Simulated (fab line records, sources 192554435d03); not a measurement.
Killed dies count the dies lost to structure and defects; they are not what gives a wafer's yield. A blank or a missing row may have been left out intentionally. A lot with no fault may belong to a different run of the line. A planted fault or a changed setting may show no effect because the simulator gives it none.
Chamber matching    flow n5_finfet    4 sister chambers for N5_BEOL_M1_ETCH_64 on rie_diel-05
The step etches SOC in N2/H2, target depth 75 nm, overetch 15 nm, time 112.5 s. 16 wafers are shown with their chamber, then 8 later ones without.

== WAFERS PAIRED WITH THEIR CHAMBERS ==
wafer   chamber  throttle_valve_pct (%)  oes_product_au (a.u.)  h2_flow_sccm (sccm)
L080.1  2        17.91                   0.56                   199.3
L080.2  1        18.02                   0.57                   199.8
L080.5  3        18.29                   0.58                   200.7
L082.2  0        17.96                   0.55                   200.7
L082.4  2        17.93                   0.56                   199.4
L082.5  3        18.26                   0.57                   199.0
L089.1  3        18.28                   0.57                   200.3
L089.4  0        17.98                   0.54                   199.9
L089.6  1        18.06                   0.55                   200.7
L090.1  1        18.08                   0.55                   199.5
L090.4  3        18.28                   0.57                   199.4
L090.5  0        17.99                   0.54                   199.3
L091.1  0        18.00                   0.54                   200.1
L091.4  3        18.30                   0.57                   200.7
L091.5  1        18.08                   0.55                   200.4
L095.3  3        18.31                   0.56                   199.6

SIGNATURES, as means of the wafers listed above
reading             chamber 0  chamber 1  chamber 2  chamber 3  scatter within a chamber
throttle_valve_pct  17.9825    18.0600    17.9200    18.2867    0.0204
oes_product_au      0.5425     0.5550     0.5600     0.5700     0.00692
h2_flow_sccm        200.000    200.100    199.350    199.950    0.611
Rule: a wafer's distance from a chamber is the root of the sum, over the readings, of the square of ((its reading less the chamber's mean) divided by the reading's scatter). If the next closest chamber is less than 2 further off than the closest, the wafer can't be placed; otherwise it belongs to the closest. The scatter: the root of (the sum of the squares of (reading less its chamber's mean) over the shown wafers, divided by (wafers less chambers)).

== WAFERS WITH NO CHAMBER GIVEN ==
wafer   throttle_valve_pct (%)  oes_product_au (a.u.)  h2_flow_sccm (sccm)
L095.5  18.01                   0.54                   200.2
L095.6  18.31                   0.57                   199.2
L094.1  18.31                   0.56                   199.2
L094.5  18.30                   0.56                   199.8
L094.6  17.52                   0.74                   199.6
L096.1  18.00                   0.53                   200.5
L096.3  17.50                   0.73                   199.8
L096.5  18.02                   0.54                   200.5

== WHICH CHAMBER EACH ONE RAN IN ==
wafer   from the rows above      in truth
L095.5  can't be placed: 0 or 1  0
L095.6  3                        3
L094.1  3                        3
L094.5  3                        3
L094.6  2                        2
L096.1  0                        0
L096.3  2                        2
L096.5  can't be placed: 0 or 1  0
6 of 8 placed correctly. Unplaceable from these rows: 2, with the true chamber sitting among the candidates in 2. Wrongly placed: 0.
